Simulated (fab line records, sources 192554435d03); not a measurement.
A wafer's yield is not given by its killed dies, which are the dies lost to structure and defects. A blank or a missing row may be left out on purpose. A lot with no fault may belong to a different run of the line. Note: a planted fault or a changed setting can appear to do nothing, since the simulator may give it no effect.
A lot that was struck, set against a sound lot -- flow n5 finfet -- 18 out of 1938 route steps
Sound: the wafers L577.4, L577.5, L577.6. Struck: wafers L590.5, L590.6 (left out: L590.4, a lot-mate that was not struck); the cause follows at the end.
Order at every step that has rows: each side's tool, ch and its chambers, its first start. Under that, the readings that differ: sound wafers -- struck wafers -- difference of the means -- sigmas: that difference in standard deviations of wafers without a fault.
alike: readings with means less than 2 such deviations apart, plus words and numbers identical on both sides. not compared: withheld readings, readings lacking a value on some wafer, bounds such as >300 that could conceal the same value, and numbers that have no deviation in the record and whose values overlap.
The two part at a step that has a row with sigmas, a row that says differs or no value, or rows on one side only. Numbers that have no deviation but don't overlap get no sigmas and don't part them. A reading missing from all wafers of one side parts the sides only when that side holds two or more wafers.

first, 7 steps without rows for these wafers: N5_BEOL_M6_COAT_60 (time 60 s, resist thk 35 nm); N5_BEOL_M6_COAT_05 (resist thk 90 nm); N5_BEOL_M6_EBR_07; N5_BEOL_M6_SOFTBAKE_06 (time 60 s); N5_BEOL_M6_EXPOSE_08 (exposes mask M6); N5_BEOL_M6_PEB_09 (peb time 60 s); N5_BEOL_M6_DEVELOP_10 (develop time 30 s).
N5_BEOL_M6_CD_MEAS_11: target cd 38.5 nm.
  sound on cd sem-03 ch 0, day 10 14:58; struck on cd sem-01 ch 0, day 13 23:29
  alike: cd nm
N5_BEOL_M6_OVL_MEAS_12:
  sound on overlay-02 ch 0, day 10 15:00; struck on overlay-01 ch 0, day 13 23:31
  alike: M6_OVL
N5_BEOL_M6_INSPECT_13: inspects for defects (brightfield).
  sound on defect inspect-02 at day 10 15:01; struck on defect inspect-02 at day 13 23:32
  alike: raw defect count
N5_BEOL_M6_DESCUM_16: chemistry O2, time 7.9 s.
  sound on rie diel-01 ch 2,3, day 10 15:03; struck on rie diel-01 ch 0,3, day 13 23:49
  alike: drypump motor current A, oes product au, rf vpp V, showerhead plenum p Torr, throttle valve pct
  not compared: rf hours counter h
N5_BEOL_M6_ETCH_61: etches SiARC in CF4, target depth 45.5 nm, time 75.8 s.
  sound on rie diel-01 ch 2,3, day 10 15:05; struck on rie diel-01 ch 0,3, day 13 23:51
  alike: drypump motor current A, etch rf on time s, mfc ar sccm, oes product au, rf vpp V, showerhead plenum p Torr, throttle valve pct
  not compared: rf hours counter h
N5_BEOL_M6_ETCH_62: etches SOC in N2/H2, target depth 110 nm, overetch 22 nm, time 165 s.
  sound on rie diel-01 ch 2,3, day 10 15:09; struck on rie diel-01 ch 0,3, day 13 23:55
reading,sound,struck,difference,sigmas
model.SiARC_of_BEOL_M6_COAT_60.thk nm (nm),28.4 28.6 28.2,26.2 26.4,-2.1,
model.BEOL_M6.cd offset nm (nm),-0.4 -0.4 -0.4,0.4 0.8,+1.0,
  alike: drypump motor current A, n2 flow sccm, oes product au, rf vpp V, showerhead plenum p Torr, throttle valve pct
  not compared: rf hours counter h
then, 1 step without rows for these wafers: N5_BEOL_M6_STRIP_68 (strips in N2/H2).
N5_BEOL_M6_STRIP_67: strips in CF4.
  sound on rie diel-01 ch 2,3, day 10 15:17; struck on rie diel-01 ch 0,3, day 14 00:03
  alike: drypump motor current A, oes product au, rf vpp V, showerhead plenum p Torr, throttle valve pct
  not compared: rf hours counter h
N5_BEOL_M6_HM_OPEN_17: chemistry Cl2/BCl3, target TiN, target depth 20 nm, overetch 6 nm.
  sound on rie metal-01 ch 0,1, day 10 15:22; struck on rie metal-03 ch 0,1, day 14 00:07
reading,sound,struck,difference,sigmas
model.BEOL_M6.cd offset nm (nm),-0.4 -0.4 -0.2,0.4 1,+1.0,
  alike: drypump motor current A, mfc ar sccm, oes product au, throttle valve pct
  not compared: rf hours counter h
N5_BEOL_M6_STRIP_19: strips in O2.
  sound on rie diel-02 ch 2,3, day 10 15:31; struck on rie diel-01 ch 0,3, day 14 00:12
  alike: drypump motor current A, oes product au, rf vpp V, showerhead plenum p Torr, throttle valve pct
  not compared: rf hours counter h
-- record jumps: 3 days separate the struck wafers' starts on either side; left off in module BEOL_M6, taken up again in module PASSIVATION, whose first shown step is the route's number 1936 --
N5_PASSIVATION_PROBE_49:
  the record has rows for the struck wafers here (prober-02, day 17 02:53) and none for the sound ones

## WHERE THEY PART
Only at N5_PASSIVATION_PROBE_49, as far as this record shows.

WHY: whatever the simulator had introduced
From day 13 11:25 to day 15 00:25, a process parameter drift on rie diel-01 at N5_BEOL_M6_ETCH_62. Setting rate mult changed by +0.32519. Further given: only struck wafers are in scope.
